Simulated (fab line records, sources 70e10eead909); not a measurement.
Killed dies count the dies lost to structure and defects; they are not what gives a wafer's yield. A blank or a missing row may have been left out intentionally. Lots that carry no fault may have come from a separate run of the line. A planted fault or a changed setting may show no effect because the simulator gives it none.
fab line records | flow nand_harc
record: lots: 7 wafers: 21 last_day: 24
route steps=1159 shown P_GATE@172
lots with no fault: from the same line, run without faults
start_h: hours from the record's first day to the start of the lot's first wafer shown | wait_h: time in hours since the lot's previous step | " unchanged from the row above | L1.1+2: several wafers, shown together as one row | - value missing, or start not given | * or withheld: withheld | < > ~ a bound
route shown NAME@n: names a module that has steps shown in the file, with the first one's number in the route | usual: the fault-free wafers' mean and standard deviation | same: alike in all rows | chamber/n: place in a boat | sites: the reading at each site | _std_site: the values' standard deviation | _edge_site: inner sites' mean taken away from outer sites' mean | radius_mm: how far each site lies from the wafer's centre | mask NAME#n: copy n | behind: the tool/chamber that last shaped the wafer | hold: why the lot went on hold/how many hours it stayed there/how the hold came to an end | device: which transistor (n, p or np) failed to switch | end of line: the route-end tests of the same wafers | step lacking rows: just its recipe | killed: at the first sort, the dies lost to defects and structure; wafer yield is something else | map: dies across one wafer; x = killed, . = not, _ = none there
set.NAME: the setting that was run; set.NAME@STEP: the one run at that earlier step | model.NAME: the simulator's own value behind a step, which no gauge read
a table for each step, a row for each wafer; lots at some steps of the route
services: when a tool's chamber went out of use (start_h, in hours from the record's first day, below 0 if earlier), for how many hours, and the reason
== steps ==
step: NHARC_P_GATE_DESCUM_48
recipe: time_s: 3 o2_flow_sccm: 200 ar_flow_sccm: 0 bias_power_w: 0 chemistry: O2
usual: drypump_motor_current_A: 5.7/0.38 oes_product_au: 1.001/0.008 rf_vpp_V: 57.6/0.91 showerhead_plenum_p_Torr: 1.87/0.093 throttle_valve_pct: 11.311/0.0087
columns lot.wafer tool chamber start_h wait_h drypump_motor_current_A oes_product_au rf_hours_counter_h rf_vpp_V showerhead_plenum_p_Torr throttle_valve_pct
L867.3 rie_diel-07 2 112.79 - 5.5 1.011 10 57.6 1.78 11.308
L867.1 " 0 " " 5.0 1.005 9 56.9 2.04 11.310
L867.5 " 2 " " 5.5 1.005 - 57.0 1.78 11.310
L874.2 rie_diel-01 2 161.35 - 6.3 1.004 7 58.3 1.99 11.304
L874.6 " 1 " " 5.8 1.006 - 56.6 1.84 11.317
L874.5 " 2 " " 6.3 1.006 - 58.3 1.99 11.324
L878.1 rie_diel-01 2 183.55 - 6.3 1.016 16 58.2 1.98 11.322
L878.2 " 3 " " 5.5 1.002 16 58.3 1.94 11.308
L878.4 " 0 " " 5.4 1.007 17 57.5 1.82 11.320
L875.3 rie_diel-13 2 183.74 - 5.6 1.009 27 56.4 1.77 11.315
L875.2 " 3 " " 5.4 0.993 30 58.3 1.89 11.301
L875.1 " 0 " " 5.5 0.990 31 58.7 1.92 11.313
L880.1 rie_diel-13 2 200.71 - 5.6 1.007 34 56.5 1.77 11.295
L880.2 " 0 " " 5.4 0.996 38 57.4 1.92 11.316
L880.3 " 1 " " 6.3 1.011 35 56.7 1.82 11.339
L884.2 rie_diel-01 3 233.44 - 5.5 1.006 34 58.9 1.94 11.324
L884.1 " 1 " " 5.8 1.024 33 59.1 1.83 11.313
L884.5 " 2 " " 6.3 1.019 - 59.2 1.98 11.301
L886.1 rie_diel-01 0 237.67 - 5.4 1.002 35 57.1 1.82 11.320
L886.5 " 2 " " 6.3 1.006 - 58.5 1.98 11.298
L886.6 " 0 " " 5.4 0.996 - 57.1 1.82 11.312
step: NHARC_P_GATE_IMPLANT_49
recipe: energy_kev: 30 dose_cm2: 3e+15 tilt_deg: 7
step: NHARC_P_GATE_STRIP_111
recipe: power_w: 1500 temp_c: 110 time_s: 250 chemistry: N2/H2
usual: drypump_motor_current_A: 6.1/0.58 heater_power_w: 88/8.7 rf_refl_power_W: 18/4.9
columns lot.wafer tool chamber start_h wait_h drypump_motor_current_A heater_power_w rf_hours_counter_h rf_refl_power_W
L867.1 plasma_asher-01 0 113.24 0.3 6.8 76 2 17
L867.3 " 0 " " 6.7 79 - 18
L867.5 " 0 " " 6.7 77 - 18
L874.2 plasma_asher-02 1 161.71 0.2 5.6 89 56 30
L874.6 " 1 " " 5.6 89 - 30
L874.5 " 0 " " 6.5 93 - 14
L878.1 plasma_asher-01 0 183.92 0.2 6.7 75 24 18
L878.2 " 1 " " 5.5 96 24 15
L878.4 " 0 " " 6.7 79 - 16
L875.2 plasma_asher-01 1 184.29 0.4 5.5 96 24 16
L875.1 " 0 " " 6.8 77 24 17
L875.3 " 1 " " 5.5 96 - 16
L880.1 plasma_asher-01 1 201.45 0.2 5.5 98 35 15
L880.2 " 0 " " 6.7 78 35 17
L880.3 " 0 " " 6.7 78 - 17
L884.2 plasma_asher-01 0 233.80 0.2 6.8 77 45 18
L884.1 " 1 " " 5.5 94 45 16
L884.5 " 1 " " 5.5 96 - 16
L886.1 plasma_asher-01 0 238.10 0.2 6.7 77 46 17
L886.5 " 1 " " 5.5 97 - 16
L886.6 " 0 " " 6.7 76 - 18
step: NHARC_P_GATE_STRIP_75
recipe: power_w: 1500 temp_c: 250 chemistry: O2
usual: drypump_motor_current_A: 6.1/0.58 heater_power_w: 328/32 rf_refl_power_W: 18/4.8
columns lot.wafer tool chamber start_h wait_h drypump_motor_current_A heater_power_w rf_hours_counter_h rf_refl_power_W
L867.1 plasma_asher-01 0 113.54 0.2 6.7 290 3 15
L867.3 " 0 " " 6.7 290 - 16
L867.5 " 0 " " 6.7 287 - 17
L874.2 plasma_asher-02 1 162.01 0.3 5.6 327 57 28
L874.6 " 1 " " 5.6 330 - 29
L874.5 " 0 " " 6.4 350 - 14
L878.1 plasma_asher-01 0 184.23 0.3 6.7 289 24 17
L878.2 " 1 " " 5.5 365 24 16
L878.4 " 0 " " 6.7 286 - 17
L875.2 plasma_asher-01 1 184.60 0.3 5.5 354 24 16
L875.1 " 0 " " 6.8 286 24 17
L875.3 " 1 " " 5.5 361 - 16
L880.1 plasma_asher-01 1 201.75 0.3 5.5 360 35 16
L880.2 " 0 " " 6.7 285 35 17
L880.3 " 0 " " 6.8 284 - 17
L884.2 plasma_asher-01 0 234.10 0.3 6.8 280 45 17
L884.1 " 1 " " 5.5 357 45 16
L884.5 " 1 " " 5.5 369 - 15
L886.1 plasma_asher-01 0 238.36 0.2 6.7 286 47 17
L886.5 " 1 " " 5.5 364 - 16
L886.6 " 0 " " 6.7 293 - 16
step: NHARC_P_GATE_STRIP_50
recipe: time_s: 900 temp_c: 130 chemistry: SPM
step: NHARC_P_GATE_DEHYDRATE_51
recipe: temp_c: 150 time_s: 120
step: NHARC_P_GATE_HMDS_52
recipe: time_s: 30
step: NHARC_P_GATE_COAT_53
recipe: spin_rpm: 3000
step: NHARC_P_GATE_SOFTBAKE_54
recipe: temp_c: 122 time_s: 95
step: NHARC_P_GATE_EBR_55
step: NHARC_P_GATE_EXPOSE_56
recipe: na: 0.6 target_cd_nm: 720 dose_mj: 14.81 mask_id: P_PSD
step: NHARC_P_GATE_PEB_57
recipe: peb_temp_c: 118 peb_time_s: 85
step: NHARC_P_GATE_DEVELOP_58
recipe: time_s: 70
usual: chill_plate_temp_C: 23.00/0.1 exhaust_pa: 45.0/1 resist_line_temp_C: 23.00/0.094
columns lot.wafer tool chamber start_h wait_h chill_plate_temp_C exhaust_pa resist_line_temp_C
L867.1 litho_track-03 0 114 - 23.02 45.2 22.97
L867.3 " 0 " " 22.84 45.1 22.97
L867.5 " 0 " " 23.04 43.5 23.01
L874.2 litho_track-02 - 162 - - - -
L874.5 " - " " - - -
L874.6 " - " " - - -
L878.1 litho_track-02 - 184 - - - -
L878.2 " - " " - - -
L878.4 " - " " - - -
L875.1 litho_track-02 - 185 - - - -
L875.2 " - " " - - -
L875.3 " - " " - - -
L880.1 litho_track-02 0 202 - 23.13 44.5 22.90
L880.2 " 0 " " 22.98 45.3 23.02
L880.3 " 0 " " 23.13 43.5 23.10
L884.1 litho_track-02 0 234 - 22.94 45.4 22.98
L884.2 " 0 " " 22.97 43.8 23.10
L884.5 " 0 " " 22.88 44.6 23.04
L886.1 litho_track-02 0 239 - 22.97 44.4 23.01
L886.5 " 0 " " 22.93 46.4 22.77
L886.6 " 0 " " 23.06 45.0 22.87
== services ==
columns tool chamber start_h hours kind
rie_diel-01 0 92.54 - clean
rie_diel-01 1 92.54 - clean
rie_diel-01 2 92.54 - clean
rie_diel-01 3 92.54 - clean
rie_diel-07 - 96.43 1.0 repair
plasma_asher-01 - 99.00 9.0 pm
plasma_asher-01 0 99.00 9.0 vent_cycle
plasma_asher-01 1 99.00 9.0 vent_cycle
rie_diel-13 - 99.03 9.0 pm
plasma_asher-01 0 108.00 - clean
plasma_asher-01 1 108.00 - clean
rie_diel-01 0 117.10 - clean
rie_diel-01 1 117.10 - clean
rie_diel-01 2 117.10 - clean
rie_diel-01 3 117.10 - clean
rie_diel-01 - 137.80 9.0 pm
litho_track-02 - 165.00 7.0 pm
rie_diel-07 1 176.00 37.6 repair
plasma_asher-02 - 183.00 9.0 pm
litho_track-03 - 213.00 7.0 pm
rie_diel-07 3 220.56 8.0 repair
rie_diel-07 - 228.20 9.0 pm
rie_diel-13 - 230.64 1.0 repair
rie_diel-01 3 237.65 6.5 repair
== key ==
first_sign: step: NHARC_P_GATE_DEVELOP_58 reading: tool_record direction: missing
effect none on later readings
met_at NHARC_P_GATE_DEVELOP_58
struck_wafers L874.2,L874.5,L874.6,L875.1,L875.2,L875.3,L878.1,L878.2,L878.4
later_rows_left_out L874.2,L874.5,L874.6,L875.1,L875.2,L875.3,L878.1,L878.2,L878.4
sort_left_out L874.2,L874.5,L874.6,L875.1,L875.2,L875.3,L878.1,L878.2,L878.4
tester_left_out L874,L875,L878
fault: kind: skipped_step_whole tool: litho_track-02 chamber: - onset_h: 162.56 steps: NHARC_P_GATE_DEVELOP_58 scope: struck_lots_only
tester_left_out: of these lots the tester's yield and bins aren't shown, on N5 and GAA mostly nor the transistor test; their killed dies are dies lost to structure and defects alone, not to doping, threshold or leakage, so they don't give the yield
sort_left_out: the simulated sort isn't trusted on such a fault, so these wafers' sort isn't shown, and their yield isn't known
later_rows_left_out: the simulator's readings of these wafers behind a module that went badly wrong aren't trusted and aren't shown, but for the sort
